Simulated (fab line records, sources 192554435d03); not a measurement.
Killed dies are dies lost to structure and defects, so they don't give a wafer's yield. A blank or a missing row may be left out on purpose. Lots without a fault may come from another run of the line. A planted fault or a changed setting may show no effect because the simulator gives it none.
Split-lot experiment | flow n5_finfet | 7 lots, 21 wafers read, on a route of 1938 steps

THE SPLIT
At N5_SD_EPI_N_EPI_21 (deposits Si:P, time 690 s), the setting epi_growth_time_s was moved away from the recipe's 690 s on 6 of the 21 wafers read, by -4.8% to +7.4%. The other wafers ran this setting at the recipe's value.

The reading is taken at the split's own step.

THE READING
Si-P_of_SD_EPI_N_EPI_21.thk_nm (the simulator's own value, which no gauge read), in nm, at N5_SD_EPI_N_EPI_21 (deposits Si:P, time 690 s). The file gives no usual value for it. The 15 wafers here that ran the recipe average 59.1 nm, standard deviation 0.8 nm.

wafer  | tool, chamber at the split | epi_growth_time_s as run, s | against the recipe | Si-P_of_SD_EPI_N_EPI_21.thk_nm, nm | against lot-mates on the recipe
L083.2 | epi_rpcvd-01, 0            | 656.6                       | -4.8%              | 56.4                               | -2.3
L083.3 | epi_rpcvd-01, 0            | 690                         | recipe             | 58.6                               | -
L083.4 | epi_rpcvd-01, 0            | 690                         | recipe             | 58.8                               | -
L086.2 | epi_rpcvd-01, 0            | 690                         | recipe             | 58.4                               | -
L086.6 | epi_rpcvd-01, 0            | 690                         | recipe             | 58.4                               | -
L086.3 | epi_rpcvd-01, 0            | 690                         | recipe             | 58.2                               | -
L088.2 | epi_rpcvd-02, 0            | 690                         | recipe             | 58.2                               | -
L088.3 | epi_rpcvd-02, 0            | 690                         | recipe             | 58.6                               | -
L088.6 | epi_rpcvd-02, 0            | 740.8                       | +7.4%              | 62.2                               | +3.8
L090.4 | epi_rpcvd-02, 0            | 690                         | recipe             | 60.6                               | -
L090.5 | epi_rpcvd-02, 0            | 690                         | recipe             | 60.6                               | -
L090.6 | epi_rpcvd-02, 0            | 723.1                       | +4.8%              | 62.2                               | +1.6
L092.2 | epi_rpcvd-01, 0            | 741.4                       | +7.4%              | 62.8                               | no lot-mate on the recipe
L092.3 | epi_rpcvd-01, 0            | 741.4                       | +7.4%              | 62.6                               | no lot-mate on the recipe
L092.5 | epi_rpcvd-01, 0            | 741.4                       | +7.4%              | 62.2                               | no lot-mate on the recipe
L094.1 | epi_rpcvd-03, 0            | 690                         | recipe             | 58.8                               | -
L094.2 | epi_rpcvd-03, 0            | 690                         | recipe             | 59.2                               | -
L094.3 | epi_rpcvd-03, 0            | 690                         | recipe             | 60.4                               | -
L096.3 | epi_rpcvd-01, 0            | 690                         | recipe             | 59.2                               | -
L096.5 | epi_rpcvd-01, 0            | 690                         | recipe             | 59.2                               | -
L096.4 | epi_rpcvd-01, 0            | 690                         | recipe             | 59                                 | -

THE FIT
A straight line over all 21 wafers: Si-P_of_SD_EPI_N_EPI_21.thk_nm changes by +0.481 nm for each +1% of epi_growth_time_s; r = +0.91; the points scatter about the line by 0.75 nm.
The same after taking each lot's own level away (the mean of its wafers on the recipe; 18 wafers): +0.466 nm for each +1%; r = +0.95; scatter 0.36 nm.
On that fit, the largest move of epi_growth_time_s shifts the reading by 3.5 nm.
The lots' own levels span 58.33 to 60.60 nm, that is 2.8 times the standard deviation above.
So the lot-to-lot level changes the slope little: the two slopes agree.
Check: with one of the wafers moved furthest among these (+7.4%) left out of the fit, the line predicts +2.94 nm for it against its lot-mates. It came out at +3.8 nm against them.

OTHER SPLITS ON THESE WAFERS
These wafers also went through other splits before the reading. Each is held against what the fit with the lots' levels taken away leaves over:
other split on the same wafers  | wafers away from the commonest value | r with Si-P_of_SD_EPI_N_EPI_21.thk_nm (lot level and that fit taken away)
N5_ZERO_LAYER_ETCH_18 bias_w    | 8                                    | -0.20
N5_FIN_SAQP_PECVD_06 time_s     | 8                                    | +0.42
N5_FIN_SAQP_EXPOSE_13 dose_mj   | 9                                    | -0.20
N5_FIN_SAQP_FIN_ETCH_36 icp_w   | 5                                    | -0.02
N5_FIN_CUT_COAT_18 spin_rpm     | 10                                   | -0.31
N5_DUMMY_GATE_EXPOSE_12 dose_mj | 7                                    | +0.23
N5_DUMMY_GATE_ETCH_37 source_w  | 3                                    | +0.10

THE FILE'S OWN FIT
Si-P_of_SD_EPI_N_EPI_21.thk_nm changes by +0.465 nm for each +1% of epi_growth_time_s, r = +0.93.
